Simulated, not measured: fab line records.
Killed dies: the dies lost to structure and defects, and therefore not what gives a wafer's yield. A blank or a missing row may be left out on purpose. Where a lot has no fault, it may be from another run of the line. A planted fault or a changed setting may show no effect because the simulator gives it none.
Lot-split experiment + flow n5-finfet + route with 1938 steps; 7 lots, 21 wafers read

ABOUT THE SPLIT
At N5_BEOL_M7_DEP_56 (deposits SiCN from 3MS/NH3, target thk 10 nm, time 17.5 s), the setting time-s was moved away from the recipe's 17.5 s on 4 of the 21 wafers read, by +5.0% to +10.8%. This setting was run at the recipe's value on the other wafers.

The split's own step is where the reading is taken.

THE READING
SiCN_of_BEOL_M7_DEP_56.thk-nm (the simulator's own value, which no gauge read), in nm, at N5_BEOL_M7_DEP_56 (deposits SiCN from 3MS/NH3, target thk 10 nm, time 17.5 s). The file gives no usual value for it. Here, 17 wafers ran the recipe; their average is 9.8 nm with a standard deviation of 0.23 nm.

| wafer  | tool, chamber at the split | time-s as run, s | against the recipe | SiCN_of_BEOL_M7_DEP_56.thk-nm, nm | against lot-mates on the recipe |
|--------|----------------------------|------------------|--------------------|-----------------------------------|---------------------------------|
| L077.1 | pecvd-04, 1                | 19.02            | +8.7%              | 10.4                              | +0.7                            |
| L077.3 | pecvd-04, 1                | 17.5             | recipe             | 9.8                               | -                               |
| L077.5 | pecvd-04, 1                | 17.5             | recipe             | 9.6                               | -                               |
| L079.1 | pecvd-01, 1,2,2            | 17.5             | recipe             | 9.8                               | -                               |
| L079.2 | pecvd-01, 1,2,2            | 17.5             | recipe             | 9.8                               | -                               |
| L079.4 | pecvd-01, 1,2,2            | 17.5             | recipe             | 9.8                               | -                               |
| L083.4 | pecvd-04, 1                | 17.5             | recipe             | 9.6                               | -                               |
| L083.5 | pecvd-04, 2                | 19.39            | +10.8%             | 11.2                              | +1.6                            |
| L083.6 | pecvd-04, 0                | 19.39            | +10.8%             | 11                                | +1.4                            |
| L086.2 | pecvd-01, 2                | 17.5             | recipe             | 9.4                               | -                               |
| L086.4 | pecvd-01, 2                | 17.5             | recipe             | 9.8                               | -                               |
| L086.5 | pecvd-01, 1                | 18.38            | +5.0%              | 10.2                              | +0.6                            |
| L084.2 | pecvd-03, 1,2              | 17.5             | recipe             | 10                                | -                               |
| L084.3 | pecvd-03, 1,2              | 17.5             | recipe             | 10                                | -                               |
| L084.5 | pecvd-03, 0                | 17.5             | recipe             | 10.2                              | -                               |
| L087.1 | pecvd-04, 0                | 17.5             | recipe             | 9.8                               | -                               |
| L087.3 | pecvd-04, 1                | 17.5             | recipe             | 9.6                               | -                               |
| L087.6 | pecvd-04, 2                | 17.5             | recipe             | 10.2                              | -                               |
| L094.1 | pecvd-04, 1                | 17.5             | recipe             | 9.6                               | -                               |
| L094.2 | pecvd-04, 2                | 17.5             | recipe             | 10.2                              | -                               |
| L094.6 | pecvd-04, 1                | 17.5             | recipe             | 9.8                               | -                               |
When a row names more than one chamber, that row covers several wafers, and the file does not tell which wafer ran in which chamber.

THE FIT
A straight line over all 21 wafers: SiCN_of_BEOL_M7_DEP_56.thk-nm changes by +0.104 nm for each +1% of time-s; r = +0.86; the points scatter about the line by 0.24 nm.
The same after taking each lot's own level away (the mean of its wafers on the recipe; 21 wafers): +0.125 nm for each +1%; r = +0.93; scatter 0.19 nm.
According to that fit, moving time-s by its largest amount changes the reading by 1.3 nm.
The span of the lots' own levels, 9.60 to 10.07 nm, comes to 2.1 times the standard deviation stated above.
So the slope is not independent of the lot-to-lot level: the two fits are not the same.
Check: +1.2 nm against its lot-mates is what the line predicts for one of the wafers moved furthest among these (+10.8%) when that wafer is left out of the fit. Against them it came out at +1.6 nm.

FURTHER SPLITS ON THESE WAFERS
Before the reading, these wafers also passed through other splits. Each is held against what the fit with the lots' levels taken away leaves over:
| other split on the same wafers    | wafers away from the commonest value | r with SiCN_of_BEOL_M7_DEP_56.thk-nm (lot level and that fit taken away) |
|-----------------------------------|--------------------------------------|--------------------------------------------------------------------------|
| N5_BEOL_M5_COAT_22 spin-rpm       | 5                                    | +0.11                                                                    |
| N5_BEOL_M6_ETCH_62 time-s         | 5                                    | +0.13                                                                    |
| N5_BEOL_M6_COAT_22 spin-rpm       | 6                                    | +0.00                                                                    |
| N5_BEOL_M6_DEP_56 time-s          | 7                                    | +0.12                                                                    |
| N5_BEOL_M7_HM_DEP_02 target-thk-a | 3                                    | -0.13                                                                    |

THE FILE'S OWN FIT
SiCN_of_BEOL_M7_DEP_56.thk-nm changes by +0.116 nm for each +1% of time-s, r = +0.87.
